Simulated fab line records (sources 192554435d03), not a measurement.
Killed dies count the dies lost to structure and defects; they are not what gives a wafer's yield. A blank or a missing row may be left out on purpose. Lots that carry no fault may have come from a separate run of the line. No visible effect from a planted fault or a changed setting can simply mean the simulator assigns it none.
Chamber matching    flow n5-finfet    4 sister chambers for N5_BEOL_M5_DESCUM_16 on rie-diel-06
The step chemistry O2, time 7 s. 24 wafers are shown with their chamber, then 12 later ones without.

== WAFERS, EACH WITH ITS CHAMBER ==
wafer   chamber  oes-product-au (a.u.)  showerhead-plenum-p-Torr (Torr)  throttle-valve-pct (%)
L074.4  2        0.70                   2.16                             20.78
L074.5  3        0.78                   2.10                             20.66
L074.6  0        0.77                   2.10                             20.65
L076.1  1        0.89                   2.14                             20.68
L076.3  3        0.77                   2.10                             20.68
L076.4  2        0.69                   2.16                             20.77
L077.1  0        0.77                   2.10                             20.70
L077.2  3        0.78                   2.10                             20.68
L077.3  2        0.68                   2.16                             20.77
L081.1  0        0.76                   2.10                             20.67
L081.3  1        0.87                   2.14                             20.68
L081.4  3        0.77                   2.10                             20.68
L079.1  3        0.75                   2.10                             20.68
L079.2  2        0.68                   2.15                             20.79
L079.3  0        0.76                   2.10                             20.69
L079.4  1        0.87                   2.14                             20.69
L079.5  2        0.68                   2.15                             20.78
L079.6  3        0.76                   2.10                             20.70
L084.3  2        0.68                   2.15                             20.79
L084.5  1        0.86                   2.13                             20.69
L084.6  0        0.75                   2.09                             20.70
L087.1  0        0.75                   2.09                             20.70
L087.3  1        0.87                   2.13                             20.69
L087.6  1        0.86                   2.13                             20.70

SIGNATURES (averages over the wafers above)
reading                   chamber 0  chamber 1  chamber 2  chamber 3  scatter within a chamber
oes-product-au            0.7600     0.8700     0.6850     0.7683     0.0101
showerhead-plenum-p-Torr  2.0967     2.1350     2.1550     2.1000     0.00465
throttle-valve-pct        20.6850    20.6883    20.7800    20.6800    0.0135
Rule: distance of a wafer from a chamber = root of the sum over the readings of ((wafer's reading minus chamber's mean) / reading's scatter) squared. If the next closest chamber is less than 2 further off than the closest, the wafer can't be placed; otherwise it belongs to the closest. The scatter is the square root of a quotient: the sum, over the shown wafers, of each reading's squared deviation from its chamber's mean, divided by wafers minus chambers.

== WAFERS WITHOUT THEIR CHAMBER ==
wafer   oes-product-au (a.u.)  showerhead-plenum-p-Torr (Torr)  throttle-valve-pct (%)
L085.4  0.76                   2.09                             20.68
L085.5  0.67                   2.15                             20.79
L085.6  0.85                   2.13                             20.72
L089.1  0.74                   2.09                             20.71
L089.4  0.85                   2.13                             20.70
L089.6  0.67                   2.15                             20.81
L093.2  1.02                   2.15                             20.41
L093.4  1.01                   2.15                             20.41
L093.5  0.75                   2.09                             20.72
L097.3  0.98                   2.14                             20.42
L097.4  0.73                   2.08                             20.75
L097.5  0.83                   2.12                             20.74

== THE CHAMBER EACH PASSED THROUGH ==
wafer    from the rows above       in truth
L085.4   can't be placed: 0 or 3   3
L085.5   2                         2
L085.6   1                         1
L089.1   can't be placed: 0 or 3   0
L089.4   1                         1
L089.6   2                         2
L093.2   1                         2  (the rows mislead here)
L093.4   1                         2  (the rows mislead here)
L093.5   can't be placed: 0 or 3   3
L097.3   1                         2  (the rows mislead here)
L097.4   can't be placed: 0 or 3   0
L097.5   1                         1
5 of 12 placed correctly. These rows do not allow placing 4 (true chamber among the candidates in 4). 3 placed wrongly.
